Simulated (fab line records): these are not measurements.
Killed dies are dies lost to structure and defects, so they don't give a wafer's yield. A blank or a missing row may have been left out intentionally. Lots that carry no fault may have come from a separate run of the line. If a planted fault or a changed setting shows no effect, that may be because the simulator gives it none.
What tool caused it? / flow n5 finfet / Sampling: 8 lots, 23 wafers, 7 of 1938 route steps

## WHAT THE GAUGES READ, wafer by wafer
N5_FIN_SAQP_THK_MEAS_07. Usual: 60.2 nm for thk nm, sd 0.61.
lot=L448; measured=day 2 05:01; on=film metro-01; thk nm (nm)=59.3 59.9 60.8; flag=
lot=L453; measured=day 3 10:28; on=film metro-02; thk nm (nm)=59.7 59.2 60.3; flag=
lot=L454; measured=day 3 15:43; on=film metro-01; thk nm (nm)=60.3 60.6 60.8; flag=
lot=L463; measured=day 5 21:03; on=film metro-02; thk nm (nm)=60.3 31.2; flag=OFF
lot=L464; measured=day 6 03:43; on=film metro-01; thk nm (nm)=30.9 61.0 60.1; flag=OFF
lot=L467; measured=day 6 22:25; on=film metro-01; thk nm (nm)=59.8 59.3 60.3; flag=
lot=L468; measured=day 7 04:49; on=film metro-01; thk nm (nm)=59.9 59.4 60.7; flag=
lot=L469; measured=day 7 10:32; on=film metro-01; thk nm (nm)=60.3 59.9 60.4; flag=

N5_BEOL_M4_RC_MEAS_101. Usual: DIBL_N 35.9 mV/V, standard deviation 1.4; DIBL_P 35.9 mV/V, standard deviation 1.7; IOFF_N 0.155 nA/um, standard deviation 0.023; IOFF_P 0.201 nA/um, standard deviation 0.029; ION_N 672 uA/um, standard deviation 8.8; ION_P 460 uA/um, standard deviation 7; SS_N 71.6 mV/dec, standard deviation 0.48; SS_P 73.1 mV/dec, standard deviation 0.64; VT_N 250.0 mV, standard deviation 3; VT_P -251.6 mV, standard deviation 3.
lot=L448; measured=day 8 04:57; on=prober-02; DIBL_N (mV/V)=34.9 34.1 35.3; DIBL_P (mV/V)=33.6 33.5 35.0; IOFF_N (nA/um)=0.130 0.120 0.145; IOFF_P (nA/um)=0.184 0.181 0.213; ION_N (uA/um)=652 660 664; ION_P (uA/um)=452 455 463; SS_N (mV/dec)=71.9 71.0 71.7; SS_P (mV/dec)=72.2 72.6 72.7; VT_N (mV)=256.1 254.3 251.9; VT_P (mV)=-249.7 -250.7 -250.3; flag=
lot=L453; measured=day 9 10:04; on=prober-01; DIBL_N (mV/V)=34.1 35.3 36.0; DIBL_P (mV/V)=35.0 36.8 37.7; IOFF_N (nA/um)=0.128 0.150 0.161; IOFF_P (nA/um)=0.162 0.179 0.186; ION_N (uA/um)=660 674 676; ION_P (uA/um)=452 457 460; SS_N (mV/dec)=71.6 71.1 72.0; SS_P (mV/dec)=72.4 73.4 73.6; VT_N (mV)=252.3 249.7 251.4; VT_P (mV)=-254.1 -254.3 -253.0; flag=
lot=L454; measured=day 10 00:45; on=prober-02; DIBL_N (mV/V)=33.8 35.1 34.4; DIBL_P (mV/V)=33.6 34.5 34.1; IOFF_N (nA/um)=0.126 0.141 0.131; IOFF_P (nA/um)=0.147 0.155 0.148; ION_N (uA/um)=669 669 665; ION_P (uA/um)=453 443 448; SS_N (mV/dec)=70.9 71.8 70.8; SS_P (mV/dec)=72.7 72.7 72.1; VT_N (mV)=251.1 251.5 252.5; VT_P (mV)=-256.9 -256.8 -256.1; flag=
lot=L463; measured=day 12 05:38; on=prober-01; DIBL_N (mV/V)=39.0 37.4; DIBL_P (mV/V)=37.3 35.3; IOFF_N (nA/um)=0.177 0.144; IOFF_P (nA/um)=0.217 0.196; ION_N (uA/um)=675 675; ION_P (uA/um)=457 458; SS_N (mV/dec)=71.8 71.4; SS_P (mV/dec)=74.6 73.4; VT_N (mV)=250.3 247.9; VT_P (mV)=-251.7 -251.1; flag=
lot=L464; measured=day 12 11:29; on=prober-02; DIBL_N (mV/V)=36.4 35.6 35.2; DIBL_P (mV/V)=35.5 35.2 34.7; IOFF_N (nA/um)=0.143 0.139 0.133; IOFF_P (nA/um)=0.189 0.183 0.179; ION_N (uA/um)=663 666 671; ION_P (uA/um)=457 455 466; SS_N (mV/dec)=72.0 71.2 70.8; SS_P (mV/dec)=73.6 72.5 72.3; VT_N (mV)=251.3 253.8 253.2; VT_P (mV)=-252.0 -253.8 -254.1; flag=
lot=L467; measured=day 12 22:28; on=prober-02; DIBL_N (mV/V)=39.1 38.5 37.6; DIBL_P (mV/V)=39.8 39.4 38.0; IOFF_N (nA/um)=0.211 0.195 0.187; IOFF_P (nA/um)=0.260 0.250 0.231; ION_N (uA/um)=682 685 686; ION_P (uA/um)=462 464 469; SS_N (mV/dec)=72.3 72.4 71.8; SS_P (mV/dec)=74.4 73.7 73.0; VT_N (mV)=243.3 248.6 243.6; VT_P (mV)=-250.6 -249.5 -249.3; flag=
lot=L468; measured=day 13 16:23; on=prober-01; DIBL_N (mV/V)=35.4 36.3 37.0; DIBL_P (mV/V)=36.7 38.7 39.4; IOFF_N (nA/um)=0.188 0.205 0.231; IOFF_P (nA/um)=0.220 0.250 0.267; ION_N (uA/um)=688 680 676; ION_P (uA/um)=469 465 462; SS_N (mV/dec)=71.3 71.7 72.3; SS_P (mV/dec)=73.3 73.7 74.4; VT_N (mV)=243.8 244.3 243.5; VT_P (mV)=-248.9 -249.2 -249.4; flag=
lot=L469; measured=day 13 18:04; on=prober-01; DIBL_N (mV/V)=35.9 37.2 34.9; DIBL_P (mV/V)=35.7 35.9 34.2; IOFF_N (nA/um)=0.155 0.157 0.132; IOFF_P (nA/um)=0.183 0.196 0.171; ION_N (uA/um)=679 670 666; ION_P (uA/um)=461 454 451; SS_N (mV/dec)=71.4 71.7 70.5; SS_P (mV/dec)=72.8 73.5 73.4; VT_N (mV)=248.4 250.7 252.3; VT_P (mV)=-253.1 -252.3 -254.2; flag=

## WHICH TOOL RAN EACH LOT (tool, then ch and the chambers of the sampled wafers, then the start)
lot=L448; N5_PMOS_HMC_CHANNEL_EPI_HM_OPEN_15=rie diel-03 ch 0,2,3, day 2 01:28; N5_FIN_SAQP_HM_DEP_03=pecvd-04 ch 0,1, day 2 04:42; N5_FIN_SAQP_PECVD_06=pecvd-03 ch 0,1, day 2 04:56; N5_FIN_SAQP_HM_DEP_72=pecvd-02 ch 0,1, day 2 05:04; N5_FIN_SAQP_MANDREL_ETCH_22=rie si-04 ch 1,2,3, day 2 05:56
lot=L453; N5_PMOS_HMC_CHANNEL_EPI_HM_OPEN_15=rie diel-03 ch 0,1,3, day 3 05:14; N5_FIN_SAQP_HM_DEP_03=pecvd-04 ch 1,2, day 3 10:10; N5_FIN_SAQP_PECVD_06=pecvd-02 ch 0,1, day 3 10:22; N5_FIN_SAQP_HM_DEP_72=pecvd-04 ch 0,1,2, day 3 10:30; N5_FIN_SAQP_MANDREL_ETCH_22=rie si-04 ch 0,1,3, day 3 11:20
lot=L454; N5_PMOS_HMC_CHANNEL_EPI_HM_OPEN_15=rie diel-04 ch 1,2, day 3 11:37; N5_FIN_SAQP_HM_DEP_03=pecvd-03 ch 0,2, day 3 15:26; N5_FIN_SAQP_PECVD_06=pecvd-03 ch 0,1,2, day 3 15:38; N5_FIN_SAQP_HM_DEP_72=pecvd-02 ch 0,1,2, day 3 15:46; N5_FIN_SAQP_MANDREL_ETCH_22=rie si-04 ch 0,1,2, day 3 16:35
lot=L463; N5_PMOS_HMC_CHANNEL_EPI_HM_OPEN_15=rie diel-01 ch 1,3, day 5 17:08; N5_FIN_SAQP_HM_DEP_03=pecvd-04 ch 0,1, day 5 20:47; N5_FIN_SAQP_PECVD_06=pecvd-03 ch 1,2, day 5 20:59; N5_FIN_SAQP_HM_DEP_72=pecvd-02 ch 0,2, day 5 21:07; N5_FIN_SAQP_MANDREL_ETCH_22=rie si-03 ch 2,3, day 5 21:55
lot=L464; N5_PMOS_HMC_CHANNEL_EPI_HM_OPEN_15=rie diel-04 ch 1,2,3, day 5 23:16; N5_FIN_SAQP_HM_DEP_03=pecvd-02 ch 0,1,2, day 6 03:26; N5_FIN_SAQP_PECVD_06=pecvd-03 ch 0,1,2, day 6 03:38; N5_FIN_SAQP_HM_DEP_72=pecvd-02 ch 0,1,2, day 6 03:46; N5_FIN_SAQP_MANDREL_ETCH_22=rie si-01 ch 0,2,3, day 6 04:35
lot=L467; N5_PMOS_HMC_CHANNEL_EPI_HM_OPEN_15=rie diel-01 ch 1,2,3, day 6 18:32; N5_FIN_SAQP_HM_DEP_03=pecvd-02 ch 0,2, day 6 22:07; N5_FIN_SAQP_PECVD_06=pecvd-02 ch 0,1,2, day 6 22:20; N5_FIN_SAQP_HM_DEP_72=pecvd-02 ch 0,1,2, day 6 22:28; N5_FIN_SAQP_MANDREL_ETCH_22=rie si-03 ch 1,2,3, day 6 23:17
lot=L468; N5_PMOS_HMC_CHANNEL_EPI_HM_OPEN_15=rie diel-03 ch 0,1,2, day 7 00:57; N5_FIN_SAQP_HM_DEP_03=pecvd-04 ch 0,1, day 7 04:31; N5_FIN_SAQP_PECVD_06=pecvd-02 ch 0,1, day 7 04:43; N5_FIN_SAQP_HM_DEP_72=pecvd-02 ch 0,1, day 7 04:51; N5_FIN_SAQP_MANDREL_ETCH_22=rie si-01 ch 0,1,3, day 7 05:43
lot=L469; N5_PMOS_HMC_CHANNEL_EPI_HM_OPEN_15=rie diel-01 ch 2,3, day 7 06:01; N5_FIN_SAQP_HM_DEP_03=pecvd-02 ch 0,1,2, day 7 10:11; N5_FIN_SAQP_PECVD_06=pecvd-04 ch 0,2, day 7 10:27; N5_FIN_SAQP_HM_DEP_72=pecvd-03 ch 0,2, day 7 10:35; N5_FIN_SAQP_MANDREL_ETCH_22=rie si-03 ch 0,1,2, day 7 11:17
- N5_PMOS_HMC_CHANNEL_EPI_HM_OPEN_15: chemistry CHF3/O2, target SiO2, target depth 40.6 nm, time 20.3 s.
- N5_FIN_SAQP_HM_DEP_03: deposits SiNx from SiH4/NH3/N2, target thk 38 nm, time 33.6 s.
- N5_FIN_SAQP_PECVD_06: deposits a-Si from SiH4/He, target thk 60 nm, time 48.1 s.
- N5_FIN_SAQP_HM_DEP_72: deposits SiO2 from SiH4/N2O, target thk 12 nm, time 7.2 s.
- N5_FIN_SAQP_MANDREL_ETCH_22: etches a-Si in HBr/Cl2, stops on SiNx, target depth 60 nm, bt time 10 s, time 30 s.

## AS READ BY THE TOOLS THEMSELVES (means over the sampled wafers that have a number; for cases with no such wafer, the mark the record gives instead)
N5_PMOS_HMC_CHANNEL_EPI_HM_OPEN_15. Usual: drypump motor current A is 5.9 A with standard deviation 0.62, oes_f_703_au is 0.74 a.u. with standard deviation 0.06, oes product au is 0.74 a.u. with standard deviation 0.065, rf fwd power W is 645.1 W with standard deviation 2.1, rf vpp V is 524 V with standard deviation 5.5, showerhead plenum p Torr is 2.41 Torr with standard deviation 0.087, and throttle valve pct is 18.95 % with standard deviation 0.21.
lot=L448; tool=rie diel-03; drypump motor current A (A)=5.7; oes_f_703_au (a.u.)=0.75; oes product au (a.u.)=0.75; rf fwd power W (W)=645.0; rf vpp V (V)=523; showerhead plenum p Torr (Torr)=2.35; throttle valve pct (%)=18.85; flag=
lot=L453; tool=rie diel-03; drypump motor current A (A)=5.9; oes_f_703_au (a.u.)=0.74; oes product au (a.u.)=0.75; rf fwd power W (W)=644.2; rf vpp V (V)=525; showerhead plenum p Torr (Torr)=2.38; throttle valve pct (%)=18.84; flag=
lot=L454; tool=rie diel-04; drypump motor current A (A)=5.9; oes_f_703_au (a.u.)=0.72; oes product au (a.u.)=0.71; rf fwd power W (W)=645.2; rf vpp V (V)=524; showerhead plenum p Torr (Torr)=2.42; throttle valve pct (%)=19.05; flag=
lot=L463; tool=rie diel-01; drypump motor current A (A)=5.5; oes_f_703_au (a.u.)=0.73; oes product au (a.u.)=0.74; rf fwd power W (W)=644.9; rf vpp V (V)=530; showerhead plenum p Torr (Torr)=2.41; throttle valve pct (%)=18.95; flag=
lot=L464; tool=rie diel-04; drypump motor current A (A)=6.1; oes_f_703_au (a.u.)=0.71; oes product au (a.u.)=0.70; rf fwd power W (W)=645.1; rf vpp V (V)=522; showerhead plenum p Torr (Torr)=2.39; throttle valve pct (%)=18.97; flag=
lot=L467; tool=rie diel-01; drypump motor current A (A)=5.8; oes_f_703_au (a.u.)=0.72; oes product au (a.u.)=0.72; rf fwd power W (W)=647.8; rf vpp V (V)=527; showerhead plenum p Torr (Torr)=2.39; throttle valve pct (%)=19.05; flag=
lot=L468; tool=rie diel-03; drypump motor current A (A)=5.6; oes_f_703_au (a.u.)=0.75; oes product au (a.u.)=0.75; rf fwd power W (W)=644.1; rf vpp V (V)=524; showerhead plenum p Torr (Torr)=2.41; throttle valve pct (%)=18.89; flag=
lot=L469; tool=rie diel-01; drypump motor current A (A)=6.4; oes_f_703_au (a.u.)=0.72; oes product au (a.u.)=0.71; rf fwd power W (W)=644.7; rf vpp V (V)=526; showerhead plenum p Torr (Torr)=2.36; throttle valve pct (%)=19.06; flag=

N5_FIN_SAQP_HM_DEP_03. Usual: heater power outer w 490 W, standard deviation 80; heater power w 831 W, standard deviation 140; rf fwd power W 297.5 W, standard deviation 1.2; showerhead plenum p Torr 5.15 Torr, standard deviation 0.046; throttle valve pct 39.5 %, standard deviation 2.5.
lot=L448; tool=pecvd-04; heater power outer w (W)=469; heater power w (W)=899; rf fwd power W (W)=296.0; showerhead plenum p Torr (Torr)=5.11; throttle valve pct (%)=37.7; flag=
lot=L453; tool=pecvd-04; heater power outer w (W)=523; heater power w (W)=968; rf fwd power W (W)=296.3; showerhead plenum p Torr (Torr)=5.09; throttle valve pct (%)=38.9; flag=
lot=L454; tool=pecvd-03; heater power outer w (W)=488; heater power w (W)=825; rf fwd power W (W)=298.6; showerhead plenum p Torr (Torr)=5.15; throttle valve pct (%)=40.3; flag=
lot=L463; tool=pecvd-04; heater power outer w (W)=560; heater power w (W)=980; rf fwd power W (W)=296.5; showerhead plenum p Torr (Torr)=5.14; throttle valve pct (%)=37.5; flag=
lot=L464; tool=pecvd-02; heater power outer w (W)=463; heater power w (W)=779; rf fwd power W (W)=298.8; showerhead plenum p Torr (Torr)=5.15; throttle valve pct (%)=38.5; flag=
lot=L467; tool=pecvd-02; heater power outer w (W)=415; heater power w (W)=683; rf fwd power W (W)=297.1; showerhead plenum p Torr (Torr)=5.18; throttle valve pct (%)=38.4; flag=
lot=L468; tool=pecvd-04; heater power outer w (W)=513; heater power w (W)=935; rf fwd power W (W)=296.4; showerhead plenum p Torr (Torr)=5.11; throttle valve pct (%)=37.9; flag=
lot=L469; tool=pecvd-02; heater power outer w (W)=467; heater power w (W)=767; rf fwd power W (W)=297.0; showerhead plenum p Torr (Torr)=5.15; throttle valve pct (%)=38.5; flag=

N5_FIN_SAQP_PECVD_06. Usual: heater power outer w 532 W, standard deviation 88; heater power w 869 W, standard deviation 140; rf fwd power W 99.3 W, standard deviation 0.37; showerhead plenum p Torr 5.673 Torr, standard deviation 0.026; throttle valve pct 18.2 %, standard deviation 1.2.
lot=L448; tool=pecvd-03; heater power outer w (W)=412; heater power w (W)=690; rf fwd power W (W)=99.4; showerhead plenum p Torr (Torr)=5.676; throttle valve pct (%)=19.8; flag=
lot=L453; tool=pecvd-02; heater power outer w (W)=528; heater power w (W)=869; rf fwd power W (W)=98.9; showerhead plenum p Torr (Torr)=5.680; throttle valve pct (%)=18.0; flag=
lot=L454; tool=pecvd-03; heater power outer w (W)=519; heater power w (W)=829; rf fwd power W (W)=99.4; showerhead plenum p Torr (Torr)=5.674; throttle valve pct (%)=19.2; flag=
lot=L463; tool=pecvd-03; heater power outer w (W)=578; heater power w (W)=894; rf fwd power W (W)=99.8; showerhead plenum p Torr (Torr)=5.675; throttle valve pct (%)=19.1; flag=
lot=L464; tool=pecvd-03; heater power outer w (W)=514; heater power w (W)=819; rf fwd power W (W)=99.4; showerhead plenum p Torr (Torr)=5.677; throttle valve pct (%)=19.2; flag=
lot=L467; tool=pecvd-02; heater power outer w (W)=484; heater power w (W)=776; rf fwd power W (W)=99.5; showerhead plenum p Torr (Torr)=5.678; throttle valve pct (%)=17.6; flag=
lot=L468; tool=pecvd-02; heater power outer w (W)=523; heater power w (W)=878; rf fwd power W (W)=99.2; showerhead plenum p Torr (Torr)=5.676; throttle valve pct (%)=18.0; flag=
lot=L469; tool=pecvd-04; heater power outer w (W)=627; heater power w (W)=1006; rf fwd power W (W)=99.3; showerhead plenum p Torr (Torr)=5.705; throttle valve pct (%)=17.1; flag=

N5_FIN_SAQP_HM_DEP_72. Usual: heater power outer w 473 W, standard deviation 79; heater power w 789 W, standard deviation 130; rf fwd power W 272.6 W, standard deviation 1.1; showerhead plenum p Torr 8.16 Torr, standard deviation 0.066.
lot=L448; tool=pecvd-02; heater power outer w (W)=508; heater power w (W)=836; rf fwd power W (W)=271.3; showerhead plenum p Torr (Torr)=8.18; flag=
lot=L453; tool=pecvd-04; heater power outer w (W)=536; heater power w (W)=918; rf fwd power W (W)=271.7; showerhead plenum p Torr (Torr)=8.13; flag=
lot=L454; tool=pecvd-02; heater power outer w (W)=428; heater power w (W)=715; rf fwd power W (W)=272.8; showerhead plenum p Torr (Torr)=8.18; flag=
lot=L463; tool=pecvd-02; heater power outer w (W)=424; heater power w (W)=682; rf fwd power W (W)=272.6; showerhead plenum p Torr (Torr)=8.20; flag=
lot=L464; tool=pecvd-02; heater power outer w (W)=461; heater power w (W)=768; rf fwd power W (W)=272.3; showerhead plenum p Torr (Torr)=8.19; flag=
lot=L467; tool=pecvd-02; heater power outer w (W)=473; heater power w (W)=772; rf fwd power W (W)=272.3; showerhead plenum p Torr (Torr)=8.17; flag=
lot=L468; tool=pecvd-02; heater power outer w (W)=486; heater power w (W)=821; rf fwd power W (W)=272.7; showerhead plenum p Torr (Torr)=8.17; flag=
lot=L469; tool=pecvd-03; heater power outer w (W)=468; heater power w (W)=781; rf fwd power W (W)=272.9; showerhead plenum p Torr (Torr)=8.16; flag=

N5_FIN_SAQP_MANDREL_ETCH_22. Usual: drypump motor current A 5.7 A, standard deviation 0.54; he backside leak sccm 2.85 sccm, standard deviation 0.25; oes product au 0.776 a.u., standard deviation 0.013; rf fwd power W 796.1 W, standard deviation 2.5; throttle valve pct 35.33 %, standard deviation 0.24.
lot=L448; tool=rie si-04; drypump motor current A (A)=6.0; he backside leak sccm (sccm)=2.90; oes product au (a.u.)=0.778; rf fwd power W (W)=793.6; throttle valve pct (%)=35.20; flag=
lot=L453; tool=rie si-04; drypump motor current A (A)=5.6; he backside leak sccm (sccm)=2.80; oes product au (a.u.)=0.778; rf fwd power W (W)=794.5; throttle valve pct (%)=35.31; flag=
lot=L454; tool=rie si-04; drypump motor current A (A)=5.8; he backside leak sccm (sccm)=2.93; oes product au (a.u.)=0.784; rf fwd power W (W)=793.4; throttle valve pct (%)=35.27; flag=
lot=L463; tool=rie si-03; drypump motor current A (A)=5.8; he backside leak sccm (sccm)=2.91; oes product au (a.u.)=0.659; rf fwd power W (W)=796.4; throttle valve pct (%)=35.59; flag=OFF
lot=L464; tool=rie si-01; drypump motor current A (A)=5.4; he backside leak sccm (sccm)=2.74; oes product au (a.u.)=0.703; rf fwd power W (W)=797.8; throttle valve pct (%)=35.50; flag=OFF
lot=L467; tool=rie si-03; drypump motor current A (A)=5.9; he backside leak sccm (sccm)=2.66; oes product au (a.u.)=0.774; rf fwd power W (W)=796.3; throttle valve pct (%)=35.47; flag=
lot=L468; tool=rie si-01; drypump motor current A (A)=5.2; he backside leak sccm (sccm)=2.86; oes product au (a.u.)=0.774; rf fwd power W (W)=795.7; throttle valve pct (%)=35.50; flag=
lot=L469; tool=rie si-03; drypump motor current A (A)=5.6; he backside leak sccm (sccm)=2.79; oes product au (a.u.)=0.767; rf fwd power W (W)=795.1; throttle valve pct (%)=35.32; flag=

## THE ANSWER, worked out from the rows above alone
Rule: a lot counts as off when the mean over its wafers that have a number is more than 3 standard deviations away from the usual mean. A lot without any number at a reading at which 4 lots or more have one is off too. Any other lot the step has rows for is counted as sound. After the gauges, taken in route order, come the tools' own readings; for these a lot's mean is taken, as printed above. At the first step where some lot is off, the reading lying furthest off is the one used; lots without a number count as furthest.
Off, at N5_FIN_SAQP_THK_MEAS_07 on thk nm: L463, L464.
A tool fits if, at a process step before that reading, it ran every lot that is off, and no sound lot after the first of them. Not tried: the gauges at N5_FIN_SAQP_THK_MEAS_07; whatever is off there is also off at N5_FIN_SAQP_MANDREL_ETCH_22, on other tools, and gauge error can't account for it. One candidate fits, namely pecvd-03 at N5_FIN_SAQP_PECVD_06. Its last sound lot is L454 (day 3 15:38), its first lot that is off L463 (day 5 20:59): a fault that began between those two fits.

## WHAT THE SIMULATOR HAD INSERTED
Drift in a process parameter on pecvd-03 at N5_FIN_SAQP_PECVD_06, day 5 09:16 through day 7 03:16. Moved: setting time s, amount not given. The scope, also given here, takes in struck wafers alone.
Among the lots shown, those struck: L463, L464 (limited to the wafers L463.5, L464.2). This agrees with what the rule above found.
